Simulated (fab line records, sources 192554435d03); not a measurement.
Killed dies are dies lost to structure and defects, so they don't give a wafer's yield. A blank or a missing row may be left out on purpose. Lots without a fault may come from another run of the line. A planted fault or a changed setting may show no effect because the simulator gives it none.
A struck lot beside a sound one | flow n5_finfet | 36 steps out of a route of 1938
Sound: wafers L391.1, L391.2, L391.6. Struck: wafer L394.1. (L394.2, L394.4 of the same lot were not struck and are left out.) The cause comes at the end.
At each step with rows: each side's tool, then ch and its chambers, then its first start. Under that, the readings that differ: sound wafers | struck wafers | difference of the means | sigmas: that difference in standard deviations of wafers without a fault.
alike: readings whose means differ by less than 2 such deviations, and words and numbers that are the same on both sides. not compared: withheld readings, readings that some wafer has no value for, bounds like >300 that may hide the same value, and numbers for which the record gives no deviation and whose values overlap.
The two part at a step that has a row with sigmas, a row that says differs or no value, or rows on one side only. Numbers that don't overlap but have no deviation are shown without sigmas and don't part them. A reading that every wafer of one side lacks parts them only if that side has two wafers or more.

first, 9 steps without rows for these wafers: N5_BEOL_M4_ANNEAL_95 (time 240 s); N5_BEOL_M4_SPUTTER_96 (material Cu, target thk 4.5 nm, time 8.29 s); N5_BEOL_M4_ECD_50 (material Cu, target thk 300 nm); N5_BEOL_M4_ANNEAL_51 (time 90 s); N5_BEOL_M4_CMP_52 (polishes, stops on SiOC, t overpolish 6.8 s, target thk 40 nm); N5_BEOL_M4_PRE_CLEAN_60 (time 15 s); N5_BEOL_M4_CO_CAP_55 (material Co, precursor CCTBA/H2, target thk 2 nm, time 102.1 s); N5_BEOL_M4_PRE_CLEAN_56 (time 15 s); N5_BEOL_M4_DEP_57 (deposits SiCN from 3MS/NH3, target thk 8 nm, time 14 s).
N5_BEOL_M4_RC_MEAS_101:
  sound on prober-02 ch 0, day 9 13:03; struck on prober-02 ch 0, day 10 10:37
  alike: DIBL_N, DIBL_P, IOFF_N, IOFF_P, ION_N, ION_P, SS_N, SS_P, VT_N, VT_P
then, 24 steps without rows for these wafers: N5_BEOL_M5_ILD_DEP_00 (deposits SiCOH lowk from DEMS/porogen, target thk 140.64 nm, time 25.9 s); N5_BEOL_M5_CURE_79 (cures SiCOH lowk, time 240 s); N5_BEOL_M5_PECVD_70 (deposits SiO2 from TEOS/O2, target thk 16 nm, time 18 s); N5_BEOL_M5_HM_DEP_02 (deposits TiN, target thk 20 nm); N5_BEOL_M5_COAT_59 (time 60 s, resist thk 60 nm); N5_BEOL_M5_COAT_60 (time 60 s, resist thk 12 nm); N5_BEOL_M5_COAT_71 (time 60 s, resist thk 5 nm); N5_BEOL_M5_COAT_05 (resist thk 30 nm); N5_BEOL_M5_EBR_07; N5_BEOL_M5_SOFTBAKE_06 (time 60 s); N5_BEOL_M5_EXPOSE_08 (exposes mask M5, target cd 28 nm); N5_BEOL_M5_PEB_09 (peb time 60 s); N5_BEOL_M5_DEVELOP_10 (develop time 30 s); N5_BEOL_M5_DESCUM_16 (chemistry O2, time 7 s); N5_BEOL_M5_ETCH_72 (etches underlayer in N2/H2, target depth 6.5 nm, time 5.2 s); N5_BEOL_M5_ETCH_61 (etches SiARC in CF4, target depth 15.6 nm, time 26 s); N5_BEOL_M5_ETCH_62 (etches SOC in N2/H2, target depth 75 nm, overetch 15 nm, time 112.5 s); N5_BEOL_M5_STRIP_63 (strips in N2/H2); N5_BEOL_M5_STRIP_73 (strips in N2/H2); N5_BEOL_M5_STRIP_64 (strips in CF4); N5_BEOL_M5_HM_OPEN_17 (chemistry Cl2/BCl3, target TiN, target depth 20 nm, overetch 6 nm); N5_BEOL_M5_STRIP_19 (strips in O2); N5_BEOL_M5_COAT_65 (time 60 s, resist thk 60 nm); N5_BEOL_M5_COAT_66 (time 60 s, resist thk 12 nm).
-- the record jumps here: 4 days lie between the struck wafers' starts before and after (it left off in module BEOL_M5 and takes up again in module MIM_BOT_ETCH, whose first step shown is number 1868 of the route) --
N5_MIM_BOT_ETCH_ETCH_00: etches TiN in Cl2/BCl3, target depth 45.5 nm.
  sound on rie_metal-03 ch 0,1, day 13 12:13; struck on rie_metal-03 ch 1, day 14 00:05
  reading                              | sound            | struck | difference | sigmas
  oes_ar_750_au (a.u.)                 | 0.83 0.86 0.86   | 0.63   | -0.22      | -5
  oes_product_au (a.u.)                | 0.83 0.86 0.86   | 0.74   | -0.11      | -2
  rf_fwd_power_W (W)                   | 992 992 994      | 751    | -242       | -78
  model.etch.depth_nm (nm)             | 47.07 45.9 45.87 | 36.43  | -9.85      |
  model.MIM_BOT_ETCH.cd_offset_nm (nm) | -0.2 -0.2 -0.4   | 0.4    | +0.7       |
  alike: chamber_pressure_mTorr, drypump_motor_current_A, he_backside_leak_sccm, throttle_valve_pct
  not compared: rf_hours_counter_h
N5_PASSIVATION_PROBE_49:
  the record has rows for the struck wafers here (prober-02, day 14 09:25) and none for the sound ones

WHERE THEY PART
First at N5_MIM_BOT_ETCH_ETCH_00; last, within this record, at N5_PASSIVATION_PROBE_49.

WHY: what the simulator had put in
Process parameter drift: rie_metal-03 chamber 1, from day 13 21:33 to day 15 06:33, at N5_MIM_BOT_ETCH_ETCH_00. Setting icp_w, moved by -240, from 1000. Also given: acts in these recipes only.
